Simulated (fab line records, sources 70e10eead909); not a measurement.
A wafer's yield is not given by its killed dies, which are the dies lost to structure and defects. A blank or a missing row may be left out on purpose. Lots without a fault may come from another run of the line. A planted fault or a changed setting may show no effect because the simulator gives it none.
Comparing a struck lot with a sound one | flow nandHarc | 38 steps out of a route of 1302
Sound: wafers L852.2, L852.3, L852.6. The struck wafers were L865.2, L865.3, L865.5. Last of all comes the cause.
At each step with rows: each side's tool, then ch and its chambers, then its first start. Under that, the readings that differ: sound wafers | struck wafers | difference of the means | sigmas: that difference in standard deviations of wafers without a fault.
alike: words and numbers the same on both sides, and readings whose means are apart by under 2 such deviations; not compared: readings that were withheld, readings missing a value for some wafer, numbers with overlapping values and no deviation given by the record, and bounds like >300 which may hide the same value.
A row with sigmas, a row that says differs or no value, or rows on one side alone: a step with any of these is where the two part. Numbers that have no deviation but don't overlap get no sigmas and don't part them. Lack of a reading on every wafer of one side parts them only where that side has two or more wafers.

first, 2 steps without rows for these wafers: NHARC_A_SOURCE_PLATE_SRD_01; NHARC_A_SOURCE_PLATE_OXIDE_02 (material SiO2, target thk 10 nm, ox time 1362 s).
NHARC_A_SOURCE_PLATE_THK_MEAS_09: measures by ellipsometry.
  sound: filmMetro-01 at day 7 23:08; struck: filmMetro-01 at day 13 06:19
  alike: thkNm
then, 3 steps without rows for these wafers: NHARC_A_SOURCE_PLATE_PVD_04 (deposits WSi2, target thk 50 nm); NHARC_A_SOURCE_PLATE_CVD_03 (deposits poly-Si, target thk 200 nm, time 4000 s); NHARC_A_SOURCE_PLATE_ANNEAL_05 (time 1800 s).
NHARC_A_SOURCE_PLATE_THK_MEAS_06: measures by ellipsometry.
  sound: filmMetro-01 at day 8 12:03; struck: filmMetro-02 at day 13 19:41
  alike: thkNm
NHARC_A_SOURCE_PLATE_INSPECT_08:
  sound: defectInspect-02 at day 8 12:07; struck: defectInspect-01 at day 13 19:44
  alike: rawDefectCount
then, 1 step without rows for these wafers: NHARC_A_ONON_D1_DEP_00 (target thk 1000 nm).
NHARC_A_ONON_D1_THK_MEAS_02: measures by ellipsometry.
  sound: filmMetro-01 at day 8 12:41; struck: filmMetro-01 at day 13 20:19
  alike: thkNm
NHARC_A_ONON_D1_DEP_03: target thk 1000 nm.
  sound on pecvdOnon-02 ch 0, day 8 12:49; struck on pecvdOnon-02 ch 0, day 13 20:26
NHARC_A_ONON_D1_THK_MEAS_05: measures by ellipsometry.
  sound: filmMetro-02 at day 8 13:16; struck: filmMetro-02 at day 13 20:53
  alike: thkNm
then, 1 step without rows for these wafers: NHARC_A_ONON_D1_DEP_06 (target thk 1000 nm).
NHARC_A_ONON_D1_THK_MEAS_08: measures by ellipsometry.
  sound: filmMetro-01 at day 8 13:49; struck: filmMetro-01 at day 13 21:27
  alike: thkNm
then, 1 step without rows for these wafers: NHARC_A_ONON_D1_DEP_09 (target thk 1000 nm).
NHARC_A_ONON_D1_THK_MEAS_11: measures by ellipsometry.
  sound: filmMetro-02 at day 8 14:23; struck: filmMetro-02 at day 13 22:01
  alike: thkNm
then, 1 step without rows for these wafers: NHARC_A_ONON_D1_DEP_12 (target thk 1000 nm).
NHARC_A_ONON_D1_THK_MEAS_14: measures by ellipsometry.
  sound: filmMetro-02 at day 8 14:58; struck: filmMetro-02 at day 13 22:35
  alike: thkNm
then, 2 steps without rows for these wafers: NHARC_A_ONON_D1_ANNEAL_15 (time 3600 s); NHARC_A_ONON_D1_DEP_16 (target thk 1000 nm).
NHARC_A_ONON_D1_THK_MEAS_18: measures by ellipsometry.
  sound: filmMetro-01 at day 9 01:42; struck: filmMetro-02 at day 14 07:59
  alike: thkNm
then, 1 step without rows for these wafers: NHARC_A_ONON_D1_DEP_19 (target thk 1000 nm).
NHARC_A_ONON_D1_THK_MEAS_21: measures by ellipsometry.
  sound: filmMetro-01 at day 9 02:16; struck: filmMetro-01 at day 14 08:33
  alike: thkNm
then, 1 step without rows for these wafers: NHARC_A_ONON_D1_DEP_22 (target thk 1000 nm).
NHARC_A_ONON_D1_THK_MEAS_24: measures by ellipsometry.
  sound: filmMetro-02 at day 9 02:50; struck: filmMetro-01 at day 14 09:07
  alike: thkNm
then, 1 step without rows for these wafers: NHARC_A_ONON_D1_DEP_25 (target thk 1000 nm).
NHARC_A_ONON_D1_THK_MEAS_27: measures by ellipsometry.
  sound: filmMetro-02 at day 9 03:23; struck: filmMetro-02 at day 14 09:41
  alike: thkNm
then, 1 step without rows for these wafers: NHARC_A_ONON_D1_DEP_28 (target thk 1000 nm).
NHARC_A_ONON_D1_THK_MEAS_30: measures by ellipsometry.
  sound: filmMetro-01 at day 9 03:58; struck: filmMetro-02 at day 14 10:15
  alike: thkNm
NHARC_A_ONON_D1_DEP_33: deposits SiO2, target thk 200 nm.
  sound on pecvd-04 ch 1,2, day 9 04:01; struck on pecvd-02 ch 0,1,2, day 14 10:18
reading          | sound       | struck      | difference | sigmas
heaterPowerW (W) | 559 702 726 | 501 421 429 | -212       | -2
  alike: throttleValvePct
NHARC_A_ONON_D1_THK_MEAS_34: measures by ellipsometry.
  sound: filmMetro-01 at day 9 04:26; struck: filmMetro-02 at day 14 10:43
reading    | sound             | struck            | difference | sigmas
thkNm (nm) | 194.5 192.2 196.0 | 200.4 197.6 202.2 | +5.8       | +2
NHARC_A_CHANNEL_HOLE_D1_DEP_00: deposits aC, target thk 3100 nm.
  sound on aclDep-03 ch 0, day 9 06:31; struck on aclDep-02 ch 0, day 14 11:11
  alike: throttleValvePct
NHARC_A_CHANNEL_HOLE_D1_DEP_01: deposits SiON, target thk 140 nm.
  sound on pecvd-03 ch 0,2, day 9 08:06; struck on pecvd-03 ch 0,2, day 14 12:49
  alike: heaterPowerW
then, 4 steps without rows for these wafers: NHARC_A_CHANNEL_HOLE_D1_DEHYDRATE_02 (time 120 s); NHARC_A_CHANNEL_HOLE_D1_HMDS_03 (time 30 s); NHARC_A_CHANNEL_HOLE_D1_COAT_36 (time 75 s); NHARC_A_CHANNEL_HOLE_D1_COAT_37 (time 65 s).
-- the record jumps here: 16 days lie between the struck wafers' starts before and after (it left off in module A_CHANNEL_HOLE_D1 and takes up again in module END, whose first step shown is number 1302 of the route) --
NHARC_END_SORT_01:
  at this point the record logs the struck wafers (prober-01 ch 0, day 30 05:11) and has no rows for the sound ones

WHERE THEY PART
At NHARC_A_ONON_D1_DEP_33 first; at NHARC_END_SORT_01 last (within this record only).

WHY: what the simulator had put in
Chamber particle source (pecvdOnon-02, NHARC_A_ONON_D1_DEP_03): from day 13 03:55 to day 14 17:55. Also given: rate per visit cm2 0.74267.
